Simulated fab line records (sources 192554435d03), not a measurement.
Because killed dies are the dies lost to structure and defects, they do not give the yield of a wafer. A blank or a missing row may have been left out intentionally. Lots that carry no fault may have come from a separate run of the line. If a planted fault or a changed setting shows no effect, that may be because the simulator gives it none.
Chamber matching ; flow n5 finfet ; N5_BEOL_M3_ALD_98 on ald sin-02 has 4 sister chambers
The step deposits SiO2, target thk 2.5 nm, pulse time 1 s, co reactant pulse time 1 s. 14 wafers are shown with their chamber, then 7 later ones without.

== WAFERS WITH THEIR CHAMBER ==
wafer;chamber;heater power w (W);heater power outer w (W);precursor pulse height rel
L574.1;1;67;36;0.999
L574.3;2;81;42;1.033
L574.5;3;74;39;0.987
L576.1;0;74;36;0.973
L576.4;1;68;35;0.974
L576.5;3;76;38;1.041
L575.1;2;81;42;0.998
L575.2;3;76;38;0.987
L575.6;1;69;36;1.034
L579.2;3;77;37;0.978
L579.5;3;75;38;1.006
L579.6;2;80;43;1.006
L581.2;1;70;34;1.005
L581.3;2;81;41;1.037

SIGNATURES (averages over the wafers above)
reading;chamber 0;chamber 1;chamber 2;chamber 3;scatter within a chamber
heater power w;74.00;68.50;80.75;75.60;1.05
heater power outer w;36.00;35.25;42.00;38.00;0.822
precursor pulse height rel;0.97300;1.00300;1.01850;0.99980;0.0234
Rule: a wafer lies at a distance from a chamber equal to the root of the sum of squares, over the readings, of (its reading less the chamber's mean, divided by the reading's scatter). The wafer belongs to the nearest chamber; if the next one is less than 2 further off, it can't be placed. The scatter is the square root of a quotient: the sum, over the shown wafers, of each reading's squared deviation from its chamber's mean, divided by wafers minus chambers.

== WAFERS WITH NO CHAMBER GIVEN ==
wafer;heater power w (W);heater power outer w (W);precursor pulse height rel
L581.6;69;36;1.004
L590.1;73;39;1.003
L590.2;69;34;0.973
L590.5;67;35;1.001
L591.3;78;39;0.990
L591.4;74;37;0.937
L591.5;74;37;1.003

== WHICH CHAMBER EACH ONE RAN IN ==
wafer;from the rows above;in truth
L581.6;1;1
L590.1;can't be placed: 3 or 0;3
L590.2;1;1
L590.5;1;1
L591.3;3;3
L591.4;can't be placed: 0 or 3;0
L591.5;can't be placed: 0 or 3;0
Correctly placed: 4 of 7. Can't be placed from these rows: 3 (the true chamber is among the candidates in 3). Placed wrongly: 0.
